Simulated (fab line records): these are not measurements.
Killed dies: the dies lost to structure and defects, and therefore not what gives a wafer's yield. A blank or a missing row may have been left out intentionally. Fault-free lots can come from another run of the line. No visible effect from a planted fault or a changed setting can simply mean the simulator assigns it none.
fab line records	flow n5Finfet
[record] lots = 7	wafers = 20	lastDay = 17
route steps=1938 shown BEOL_M13@1694 PASSIVATION@1936
lots with no fault: from the same line, run without faults
startH: hours from the record's opening day to when the first of the lot's shown wafers began	waitH: hours elapsed since this lot's preceding step	" identical to the entry in the row above	L1.1+2: one row covering several wafers at once	- no value, or no start was given	* or withheld: withheld	< > ~ a bound
route shown NAME@n: names a module that has steps shown in the file, with the first one's number in the route	usual: mean and standard deviation over wafers with no fault	same: alike in all rows	chamber/n: place in a boat	sites: the reading at each site	_std_site: the values' standard deviation	_edge_site: outer sites' mean less inner sites'	radiusMm: how far each site lies from the wafer's centre	mask NAME#n: copy n	behind: the last tool/chamber to shape the wafer	hold: why the lot was held/for how many hours/how that ended	device: names the non-switching transistor (n, p or np)	end of line: tests of these same wafers at the route's end	a step without rows: its recipe alone	killed: the dies lost at the first sort to structure and to defects; this is not the yield of the wafer	map: the dies of a wafer, with x for killed, . for not killed, _ for no die there
set.NAME: the setting that was run; set.NAME@STEP: the one run at that earlier step	model.NAME: the simulator's own value behind a step, which no gauge read
a table for each step, a row for each wafer; lots at some steps of the route
services: from which hour (startH, from the record's first day; less than 0 if before it) a tool's chamber was out of use, for how many hours, and why
[[steps]]
[step N5_BEOL_M13_ETCH_68]
[recipe] chemistry = N2/H2	target = SOC	maskMaterial = SiARC	sourceW = 3000	biasW = 350	tempC = 40	timeS = 355	ionEnergyEv = 200	pressureMtorr = 30	n2FlowSccm = 200	h2FlowSccm = 200
[step N5_BEOL_M13_STRIP_69]
[recipe] chemistry = N2/H2	tempC = 40	n2FlowSccm = 200	h2FlowSccm = 200	rfFrequencyHz = 6e+07
[step N5_BEOL_M13_TRENCH_ETCH_34]
[recipe] chemistry = C4F8/O2/Ar	target = SiOC	targetDepthA = 4134.7	maskMaterial = SOC	pressureMtorr = 30	sourceW = 3000	biasW = 700	Ar_flow_sccm = 400	C4F8_flow_sccm = 15	O2_flow_sccm = 8	heInnerTorr = 15	heOuterTorr = 30	timeS = 162.6	ionEnergyEv = 250
[usual] chamberPressureMTorr = 30.000/0.029	drypumpMotorCurrentA = 5.89/0.27	oesProductAu = 0.78/0.065	rfVppV = 665.0/2.7	showerheadPlenumPTorr = 3.39/0.09	throttleValvePct = 24.13/0.17
lot.wafer	tool	chamber	startH	waitH	chamberPressureMTorr	drypumpMotorCurrentA	oesProductAu	rfHoursCounterH	rfVppV	showerheadPlenumPTorr	throttleValvePct
L955.2	rieDiel-01	1	262.07	0.0	30.004	6.22	0.75	152	664.6	3.41	24.01
L955.3	"	3	"	"	30.019	5.88	0.71	199	661.0	3.27	24.31
L955.5	"	0	"	"	30.056	6.08	0.88	-	667.8	3.48	23.88
L957.3	rieDiel-05	1	262.73	0.0	30.015	5.53	0.76	167	662.3	3.25	24.23
L957.5	"	1	"	"	30.006	5.52	0.76	-	662.6	3.24	24.23
L957.6	"	2	"	"	29.979	5.74	0.83	-	663.2	3.33	24.06
L962.4	rieDiel-01	0	299.76	0.0	29.990	6.09	0.86	41	665.8	3.47	23.90
L962.5	"	3	"	"	30.069	5.89	0.71	-	660.5	3.27	24.37
L961.2	rieDiel-05	1	314.02	0.0	30.005	5.52	0.75	181	659.1	3.24	24.26
L961.5	"	3	"	"	30.025	6.13	0.71	-	669.1	3.46	24.08
L961.6	"	2	"	"	30.025	5.76	0.83	-	662.2	3.33	24.06
L963.1	rieDiel-05	2	314.75	0.0	29.993	5.73	0.82	80	662.3	3.33	24.06
L963.4	"	1	"	"	30.019	5.52	0.75	181	662.3	3.24	24.27
L963.5	"	3	"	"	29.996	6.12	0.70	-	668.3	3.46	24.09
L972.1	rieDiel-05	3	364.57	0.0	29.992	6.13	0.69	231	669.6	3.46	24.09
L972.3	"	0	"	"	30.005	5.55	0.71	254	664.9	3.35	24.34
L972.4	"	1	"	"	29.981	5.52	0.74	198	661.7	3.23	24.29
L974.1	rieDiel-01	3	373.12	0.0	30.009	5.88	0.69	231	661.3	3.26	24.37
L974.3	"	2	"	"	30.023	5.55	0.81	88	665.7	3.46	24.09
L974.4	"	0	"	"	30.012	6.11	0.82	66	666.7	3.46	23.93
[step N5_BEOL_M13_STRIP_70]
[recipe] chemistry = C4F8/O2/Ar	resist = SiARC	rfFrequencyHz = 6e+07
[step N5_BEOL_M13_OCD_MEAS_35]
[usual] trenchDepthNm = 412/6.3
lot.wafer	tool	chamber	startH	waitH	trenchDepthNm
L955.2	ocd-01	-	262.25	0.0	410
L955.3	"	-	"	"	407
L955.5	"	-	"	"	417
L957.3	ocd-01	-	262.91	0.0	417
L957.5	"	-	"	"	417
L957.6	"	-	"	"	412
L962.4	ocd-02	-	299.94	0.0	419
L962.5	"	-	"	"	411
L961.2	ocd-02	-	314.20	0.0	423
L961.5	"	-	"	"	406
L961.6	"	-	"	"	415
L963.1	ocd-02	-	314.92	0.0	414
L963.4	"	-	"	"	424
L963.5	"	-	"	"	407
L972.1	ocd-02	-	364.74	0.0	406
L972.3	"	-	"	"	414
L972.4	"	-	"	"	422
L974.1	ocd-02	-	373.29	0.0	411
L974.3	"	-	"	"	403
L974.4	"	-	"	"	413
[step N5_BEOL_M13_STRIP_37]
[recipe] chemistry = N2/H2	powerW = 1000	tempC = 250	h2Frac = 0.65	overashFraction = 0.3	pressureMtorr = withheld	n2FlowSccm = 1750	h2FlowSccm = 3250
[step N5_BEOL_M13_ETCH_38]
[recipe] chemistry = CF4/N2	target = SiCN	targetDepthA = 675	taperDeg = 2	timeS = 71.9	ionEnergyEv = 150	maskMaterial = SiO2	pressureMtorr = 40	sourceW = 430	biasW = 70	Ar_flow_sccm = 100	cf4FlowSccm = 60	n2FlowSccm = 60
[usual] chamberPressureMTorr = 40.00/0.037	drypumpMotorCurrentA = 5.9/0.32	oesProductAu = 0.79/0.086	rfVppV = 382.7/1.9	showerheadPlenumPTorr = 2.22/0.07	throttleValvePct = 15.49/0.21
lot.wafer	tool	chamber	startH	waitH	chamberPressureMTorr	drypumpMotorCurrentA	oesProductAu	rfHoursCounterH	rfVppV	showerheadPlenumPTorr	throttleValvePct
L955.2	rieDiel-02	3	263.76	-	39.98	6.1	0.92	29	382.9	2.25	15.62
L955.3	"	0	"	"	39.96	5.6	0.70	210	382.4	2.27	15.58
L955.5	"	2	"	"	39.97	6.1	0.93	-	384.7	2.35	15.28
L957.3	rieDiel-01	1	264.12	-	39.98	6.2	0.76	152	381.5	2.19	15.29
L957.5	"	0	"	"	39.97	6.1	0.88	-	382.6	2.24	15.07
L957.6	"	3	"	"	40.03	5.9	0.71	-	380.7	2.11	15.62
L962.4	rieDiel-05	3	303.69	-	40.03	6.1	0.70	216	383.5	2.25	15.51
L962.5	"	2	"	"	40.04	5.7	0.83	-	380.4	2.14	15.19
L961.2	rieDiel-02	3	314.32	-	39.99	6.1	0.91	43	383.4	2.25	15.64
L961.5	"	2	"	"	40.01	6.1	0.91	-	387.0	2.35	15.32
L961.6	"	3	"	"	39.93	6.1	0.90	-	382.4	2.25	15.64
L963.1	rieDiel-05	2	315.04	-	39.99	5.7	0.83	80	380.6	2.14	15.21
L963.4	"	0	"	"	40.03	5.6	0.71	236	380.7	2.17	15.70
L963.5	"	0	"	"	40.02	5.6	0.71	-	382.5	2.17	15.70
L972.1	rieDiel-02	2	365.29	-	40.03	6.2	0.89	49	384.3	2.34	15.35
L972.3	"	1	"	"	40.07	6.6	0.69	225	381.9	2.18	15.70
L972.4	"	0	"	"	39.96	5.6	0.68	237	385.5	2.26	15.64
L974.1	rieDiel-02	1	373.49	-	40.02	6.6	0.69	228	381.7	2.18	15.71
L974.3	"	0	"	"	39.96	5.6	0.69	241	384.8	2.26	15.65
L974.4	"	2	"	"	39.97	6.1	0.88	53	385.0	2.34	15.36
[step N5_BEOL_M13_PRECLEAN_39]
[recipe] chemistry = residueRemover	timeS = 60	tempC = 40
[step N5_BEOL_M13_SRD_40]
[recipe] timeS = 30	tempC = 23	rinseLiquid = diw	dry = n2Spin	spinRpm = 1500	dryTimeS = 30
[step N5_BEOL_M13_DEGAS_41]
[recipe] ambient = vacuum	tempC = 250	timeS = 60
[usual] heaterPowerW = 325/35
lot.wafer	tool	chamber	startH	waitH	heaterPowerW
L955.2	pvdSputter-03	-	264.24	0.3	283
L955.3	"	-	"	"	302
L955.5	"	-	"	"	325
L957.3	pvdSputter-01	-	264.66	0.4	280
L957.5	"	-	"	"	309
L957.6	"	-	"	"	278
L962.4	pvdSputter-03	-	304.11	0.3	296
L962.5	"	-	"	"	324
L961.2	pvdSputter-03	-	314.62	0.1	321
L961.5	"	-	"	"	286
L961.6	"	-	"	"	294
L963.1	pvdSputter-03	-	317.08	1.9	328
L963.4	"	-	"	"	286
L963.5	"	-	"	"	326
L972.1	pvdSputter-01	-	365.73	0.3	333
L972.3	"	-	"	"	368
L972.4	"	-	"	"	277
L974.1	pvdSputter-01	-	373.69	0.0	275
L974.3	"	-	"	"	307
L974.4	"	-	"	"	383
[step N5_BEOL_M13_PRE_CLEAN_42]
[recipe] gas = H2/He	timeS = 30	tempC = 250
[step N5_BEOL_M13_SPUTTER_43]
[recipe] material = TaN	targetThkA = 150	tempC = 50	biasV = 168.6	powerW = 15000	chamberPressurePa = 0.12	timeS = 24.19
[usual] chamberPressurePa = 0.12/0.00025	throttleValvePct = 30.0/0.93
lot.wafer	tool	chamber	startH	waitH	chamberPressurePa	throttleValvePct
L955.2	pvdSputter-03	-	264.32	0.0	0.11985	29.4
L955.3	"	-	"	"	0.12	30.2
L955.5	"	-	"	"	0.11996	28.4
L957.3	pvdSputter-01	-	264.74	0.0	0.11976	30.0
L957.5	"	-	"	"	0.12032	30.5
L957.6	"	-	"	"	0.12041	29.9
L962.4	pvdSputter-03	-	304.19	0.0	0.12008	30.3
L962.5	"	-	"	"	0.11977	31.2
L961.2	pvdSputter-03	-	314.70	0.0	0.11987	28.6
L961.5	"	-	"	"	0.12008	29.6
L961.6	"	-	"	"	0.12016	30.1
L963.1	pvdSputter-03	-	317.16	0.0	0.12006	28.8
L963.4	"	-	"	"	0.12017	29.7
L963.5	"	-	"	"	0.12001	31.3
L972.1	pvdSputter-01	-	365.81	0.0	0.12017	27.7
L972.3	"	-	"	"	0.12022	30.6
L972.4	"	-	"	"	0.1199	30.2
L974.1	pvdSputter-01	-	373.77	0.0	0.11998	29.9
L974.3	"	-	"	"	0.11983	30.5
L974.4	"	-	"	"	0.1197	30.4
[step N5_BEOL_M13_SPUTTER_44]
[recipe] material = Ta	targetThkA = 100	tempC = 50	biasV = 80	powerW = 15000	chamberPressurePa = 0.07	timeS = 16.13
[usual] chamberPressurePa = 0.06999/0.00013	throttleValvePct = 30.0/0.92
lot.wafer	tool	chamber	startH	waitH	chamberPressurePa	throttleValvePct	model.Ta_of_BEOL_M13_SPUTTER_44.thkNm
L955.2	pvdSputter-03	-	264.40	0.0	0.07003	29.9	10
L955.3	"	-	"	"	0.06997	29.9	10.4
L955.5	"	-	"	"	0.06989	28.4	10.4
L957.3	pvdSputter-01	-	264.82	0.0	0.06982	30.1	10.4
L957.5	"	-	"	"	0.07014	30.3	10.4
L957.6	"	-	"	"	0.06995	29.9	10.2
L962.4	pvdSputter-03	-	304.27	0.0	0.07019	30.3	8.6
L962.5	"	-	"	"	0.07011	31.1	8.4
L961.2	pvdSputter-03	-	314.78	0.0	0.07011	28.3	10
L961.5	"	-	"	"	0.06979	29.4	8.2
L961.6	"	-	"	"	0.06996	30.1	10
L963.1	pvdSputter-03	-	317.24	0.0	0.07015	28.6	10.2
L963.4	"	-	"	"	0.07011	29.2	8.4
L963.5	"	-	"	"	0.0697	31.4	8.6
L972.1	pvdSputter-01	-	365.89	0.0	0.06973	27.8	9.8
L972.3	"	-	"	"	0.0701	30.4	10
L972.4	"	-	"	"	0.07003	30.0	10.2
L974.1	pvdSputter-01	-	373.85	0.0	0.07017	29.9	10
L974.3	"	-	"	"	0.07007	30.6	10.2
L974.4	"	-	"	"	0.06984	30.6	10.2
[step N5_BEOL_M13_SPUTTER_45]
[recipe] material = Cu	targetThkA = 800	tempC = -20	biasV = 60	powerW = 26000	chamberPressurePa = 0.13	timeS = 13.33
[usual] chamberPressurePa = 0.13002/0.00025	throttleValvePct = 30.0/0.9
lot.wafer	tool	chamber	startH	waitH	chamberPressurePa	throttleValvePct
L955.2	pvdSputter-03	-	264.48	0.0	0.12951	29.7
L955.3	"	-	"	"	0.12982	30.1
L955.5	"	-	"	"	0.12987	28.5
L957.3	pvdSputter-01	-	264.90	0.0	0.12986	30.0
L957.5	"	-	"	"	0.13005	30.7
L957.6	"	-	"	"	0.12956	30.0
L962.4	pvdSputter-03	-	304.35	0.0	0.12984	29.9
L962.5	"	-	"	"	0.1301	31.1
L961.2	pvdSputter-03	-	314.86	0.0	0.12984	28.6
L961.5	"	-	"	"	0.13026	29.6
L961.6	"	-	"	"	0.13006	30.1
L963.1	pvdSputter-03	-	317.32	0.0	0.12995	28.6
L963.4	"	-	"	"	0.12966	29.6
L963.5	"	-	"	"	0.12993	31.2
L972.1	pvdSputter-01	-	365.97	0.0	0.13006	27.7
L972.3	"	-	"	"	0.13027	30.4
L972.4	"	-	"	"	0.12977	29.8
L974.1	pvdSputter-01	-	373.93	0.0	0.12998	29.9
L974.3	"	-	"	"	0.12992	30.7
L974.4	"	-	"	"	0.13029	30.9
[step N5_PASSIVATION_PROBE_49]
[usual] defectLimitedYield = 91.2/1.5	killed_at_M0_to_M3 = 31/10	killed_at_M4_up = 15/5.9	killedAtContacts = 13/6	killedAtFrontEnd = 41/11	killedAtOther = 4/3.1	killedDies = 104/18	killedOpen = 68/13	killedShort = 33/8.1	sort_bin_4_leakage = 0.00/0.03	sort_bin_5_function = 5.1/1.1	sort_bin_6_memory = 3.2/0.69	sortNPass = 1076/18	sortYieldPct = 91.2/1.5
[same] grossDies = 1180	killedAtBackSide = 0	sort_bin_8_speed[%] = 0
lot.wafer	tool	chamber	startH	waitH	defectLimitedYield[%]	killed_at_M0_to_M3	killed_at_M4_up	killedAtContacts	killedAtFrontEnd	killedAtOther	killedDies	killedOpen	killedShort	sort_bin_4_leakage[%]	sort_bin_5_function[%]	sort_bin_6_memory[%]	sortNPass	sortYieldPct[%]
L955.2	prober-01	-	290.30	0.1	91.7	19	17	17	40	5	98	69	27	0	3.7	4.4	1082	91.7
L955.3	prober-01	-	290.35	0.1	93.5	14	15	23	25	0	77	52	25	0	3.2	3.1	1103	93.5
L955.5	prober-01	-	290.45	0.2	91.2	18	12	18	53	3	104	75	28	0	4.7	3.7	1076	91.2
L957.3	prober-01	-	291.17	0.1	90.2	49	15	12	30	10	116	69	45	0	5.7	3.6	1064	90.2
L957.5	prober-01	-	291.27	0.2	90.4	40	11	15	41	6	113	77	35	0	6.4	2.9	1067	90.4
L957.6	prober-01	-	291.32	0.3	91.6	41	13	10	32	3	99	60	37	0	4.7	3.1	1081	91.6
L962.4	prober-01	-	329.73	0.2	90.6	25	19	4	51	12	111	62	48	0	5.4	3.4	1069	90.6
L962.5	prober-01	-	329.78	0.2	90.8	35	22	10	39	3	109	61	45	0	5.3	3.5	1071	90.8
L961.2	prober-01	-	342.71	0.9	93.5	30	8	9	30	0	77	49	26	0	3.2	2.7	1103	93.5
L961.5	prober-01	-	342.86	1.1	90.6	39	15	7	45	5	111	70	40	0	5.2	4.1	1069	90.6
L961.6	prober-01	-	342.91	1.1	91.5	33	14	10	40	3	100	67	32	0	5.3	2.8	1080	91.5
L963.1	prober-01	-	342.96	0.6	91.4	29	11	15	41	6	102	68	33	0	6.4	1.9	1078	91.4
L963.4	prober-01	-	343.11	0.7	89.8	19	22	25	44	10	120	82	37	0	5.6	3.7	1060	89.8
L963.5	prober-01	-	343.16	0.8	91.9	31	30	11	20	4	96	68	28	0	5.2	2.5	1084	91.9
L972.1	prober-01	-	394.36	0.0	90.4	20	13	24	52	4	113	71	31	0	4.7	4.1	1067	90.4
L972.3	prober-01	-	394.46	0.1	91.1	18	16	12	54	5	105	76	29	0	5.6	2.9	1075	91.1
L972.4	prober-01	-	394.51	0.2	93.2	16	13	7	43	1	80	54	25	0.25	4.0	2.3	1097	93.0
L974.1	prober-01	-	406.55	0.0	89.0	44	16	6	61	3	130	83	45	0	6.4	4.3	1050	89.0
L974.3	prober-01	-	406.65	0.1	89.7	30	17	19	46	9	121	81	38	0	6.2	3.6	1059	89.7
L974.4	prober-01	-	406.70	0.2	89.8	23	21	17	55	4	120	73	44	0	5.6	4.1	1060	89.8
// killed by level:class
L955.2 MOL_CONTACT_COAG:geometricParticle:open=12 FIN_SAQP:geometricParticle:short=11 FIN_SAQP:geometricParticle:open=9 STI_FIN_REVEAL:geometricParticle:open=8 BEOL_M2:geometricParticle:open=7 BEOL_M0_SAQP:geometricParticle:open=6 MOL_CONTACT_COAG:geometricParticle:short=4 BEOL_M4:geometricParticle:open=4
L955.3 MOL_CONTACT_COAG:geometricParticle:open=19 FIN_SAQP:geometricParticle:short=6 STI_FIN_REVEAL:geometricParticle:open=6 BEOL_M5:geometricParticle:open=6 FIN_SAQP:geometricParticle:open=4 STARTING-WAFER:geometricParticle:short=4 MOL_CONTACT_COAG:geometricParticle:short=4 BEOL_M0_SAQP:geometricParticle:short=4
L955.5 STI_FIN_REVEAL:geometricParticle:open=16 MOL_CONTACT_COAG:geometricParticle:open=14 FIN_SAQP:geometricParticle:short=10 DUMMY_GATE:geometricParticle:open=8 FIN_SAQP:geometricParticle:open=6 BEOL_M1:geometricParticle:open=5 BEOL_M5:geometricParticle:open=5 BEOL_M0_SAQP:geometricParticle:short=4
L957.3 BEOL_M0_SAQP:geometricParticle:open=12 BEOL_M0_SAQP:geometricParticle:short=12 MOL_CONTACT_COAG:geometricParticle:open=8 BEOL_M3:geometricParticle:open=8 BEOL_M4:geometricParticle:open=7 BEOL_M1:geometricParticle:open=6 BEOL_M3:geometricParticle:short=6 FIN_SAQP:geometricParticle:open=5
L957.5 MOL_CONTACT_COAG:geometricParticle:open=11 GATE_CUT:geometricParticle:short=9 BEOL_M0_SAQP:geometricParticle:open=8 BEOL_M1:geometricParticle:open=7 BEOL_M3:geometricParticle:open=7 GATE_CUT:geometricParticle:open=6 BEOL_M4:geometricParticle:open=6 FIN_SAQP:geometricParticle:open=4
L957.6 BEOL_M0_SAQP:geometricParticle:short=10 BEOL_M0_SAQP:geometricParticle:open=8 STI_FIN_REVEAL:geometricParticle:open=7 MOL_CONTACT_COAG:geometricParticle:open=7 BEOL_M3:geometricParticle:open=7 BEOL_M2:geometricParticle:open=6 FIN_SAQP:geometricParticle:short=4 GATE_CUT:geometricParticle:short=4
L962.4 FIN_SAQP:geometricParticle:short=19 BEOL_M4:geometricParticle:open=13 FIN_SAQP:geometricParticle:open=10 BEOL_M0:geometricParticle:open=8 GATE_CUT:geometricParticle:short=7 ILD0:geometricParticle:open=5 STI_FIN_REVEAL:geometricParticle:open=4 BEOL_M1:geometricParticle:open=4
L962.5 FIN_SAQP:geometricParticle:short=14 FIN_SAQP:geometricParticle:open=12 BEOL_M4:geometricParticle:open=11 BEOL_M0_SAQP:geometricParticle:short=7 MOL_CONTACT_COAG:geometricParticle:open=7 BEOL_M0_SAQP:geometricParticle:open=7 BEOL_M2:geometricParticle:open=5 BEOL_M5:geometricParticle:short=4
L961.2 BEOL_M2:geometricParticle:open=15 FIN_SAQP:geometricParticle:open=9 MOL_CONTACT_COAG:geometricParticle:open=8 BEOL_M0_SAQP:geometricParticle:short=5 BEOL_M2:geometricParticle:short=5 FIN_SAQP:geometricParticle:short=4 STARTING-WAFER:geometricParticle:short=4 SPACER0:geometricParticle:open=3
L961.5 BEOL_M2:geometricParticle:open=13 STI_FIN_REVEAL:geometricParticle:open=9 FIN_SAQP:geometricParticle:short=7 FIN_SAQP:geometricParticle:open=7 SPACER0:geometricParticle:short=6 MOL_CONTACT_COAG:geometricParticle:open=6 BEOL_M4:geometricParticle:open=6 BEOL_M0_SAQP:geometricParticle:open=5
L961.6 FIN_SAQP:geometricParticle:open=10 STI_FIN_REVEAL:geometricParticle:open=8 BEOL_M0_SAQP:geometricParticle:short=8 MOL_CONTACT_COAG:geometricParticle:open=7 BEOL_M2:geometricParticle:open=7 FIN_SAQP:geometricParticle:short=6 BEOL_M3:geometricParticle:open=6 BEOL_M0_SAQP:geometricParticle:open=6
L963.1 MOL_CONTACT_COAG:geometricParticle:open=14 FIN_SAQP:geometricParticle:open=11 FIN_SAQP:geometricParticle:short=11 BEOL_M4:geometricParticle:open=8 BEOL_M1:geometricParticle:open=7 BEOL_M0_SAQP:geometricParticle:short=6 BEOL_M0_SAQP:geometricParticle:open=6 DUMMY_GATE:geometricParticle:open=5
L963.4 MOL_CONTACT_COAG:geometricParticle:open=18 STI_FIN_REVEAL:geometricParticle:open=11 DUMMY_GATE:geometricParticle:open=11 BEOL_M4:geometricParticle:open=11 MOL_CONTACT_COAG:geometricParticle:short=7 FIN_SAQP:geometricParticle:open=4 FIN_SAQP:geometricParticle:short=4 BEOL_M0_SAQP:geometricParticle:short=4
L963.5 BEOL_M4:geometricParticle:open=17 MOL_CONTACT_COAG:geometricParticle:open=9 BEOL_M0_SAQP:geometricParticle:short=8 BEOL_M2:geometricParticle:open=7 BEOL_M0:geometricParticle:open=5 BEOL_M5:geometricParticle:open=5 FIN_SAQP:geometricParticle:short=3 FIN_SAQP:geometricParticle:open=3
L972.1 MOL_CONTACT_COAG:geometricParticle:open=20 FIN_SAQP:geometricParticle:open=14 HKMG_FIN:areaEtch=9 BEOL_M2:geometricParticle:open=6 BEOL_M6:geometricParticle:open=5 FIN_SAQP:geometricParticle:short=4 SPACER0:geometricParticle:open=4 STI_FIN_REVEAL:geometricParticle:open=4
L972.3 STI_FIN_REVEAL:geometricParticle:open=28 MOL_CONTACT_COAG:geometricParticle:open=11 STI_FIN_REVEAL:geometricParticle:short=6 BEOL_M5:geometricParticle:open=5 FIN_SAQP:geometricParticle:open=4 BEOL_M4:geometricParticle:open=4 BEOL_M1:geometricParticle:open=4 SPACER0:geometricParticle:short=3
L972.4 FIN_SAQP:geometricParticle:open=13 STI_FIN_REVEAL:geometricParticle:open=12 BEOL_M0_SAQP:geometricParticle:short=6 GATE_CUT:geometricParticle:short=4 MOL_CONTACT_COAG:geometricParticle:open=4 BEOL_M0_SAQP:geometricParticle:open=4 BEOL_M4:geometricParticle:open=4 BEOL_M6:geometricParticle:open=4
L974.1 STI_FIN_REVEAL:geometricParticle:open=15 BEOL_M0_SAQP:geometricParticle:short=11 BEOL_M3:geometricParticle:open=11 GATE_CUT:geometricParticle:open=9 BEOL_M0_SAQP:geometricParticle:open=8 FIN_SAQP:geometricParticle:short=7 BEOL_M4:geometricParticle:open=7 DUMMY_GATE:geometricParticle:open=6
L974.3 MOL_CONTACT_COAG:geometricParticle:open=15 BEOL_M1:geometricParticle:open=7 GATE_CUT:geometricParticle:open=7 DUMMY_GATE:geometricParticle:open=6 GATE_CUT:geometricParticle:short=6 BEOL_M3:geometricParticle:open=6 STARTING-WAFER:geometricParticle:short=6 FIN_SAQP:geometricParticle:open=5
L974.4 FIN_SAQP:geometricParticle:open=12 BEOL_M4:geometricParticle:open=11 FIN_SAQP:geometricParticle:short=9 MOL_CONTACT_COAG:geometricParticle:open=9 GATE_CUT:geometricParticle:open=8 GATE_CUT:geometricParticle:short=8 STI_FIN_REVEAL:geometricParticle:open=6 MOL_CONTACT_COAG:geometricParticle:short=6
[[services]]
tool	chamber	startH	hours	kind
rieDiel-01	-	271.14	0.8	repair
rieDiel-05	2	301.90	1.7	repair
rieDiel-05	3	343.35	14.3	repair
rieDiel-01	3	345.53	1.9	repair
rieDiel-02	-	350.58	7.0	repair
pvdSputter-03	-	352.72	1.3	repair
rieDiel-01	-	364.43	4.3	pm
rieDiel-05	1	368.75	8.7	repair
[[key]]
firstSign none at tools or gauges
[modelEffect] step = N5_BEOL_M13_SPUTTER_44	value = Ta_of_BEOL_M13_SPUTTER_44.thkNm	without = 9.84	struck = 8.44
metAt N5_BEOL_M13_SPUTTER_44
struckWafers L961.5,L962.4,L962.5,L963.4,L963.5
onsetBetween 264.40 304.27
[fault] kind = processParameterDrift	tool = pvdSputter-03	chamber = -	onsetH = 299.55	steps = N5_BEOL_M13_SPUTTER_44	channel = timeS	offset = *	shape = step	endH = 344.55	scope = struckWafersOnly	actsIn = *	stated = *
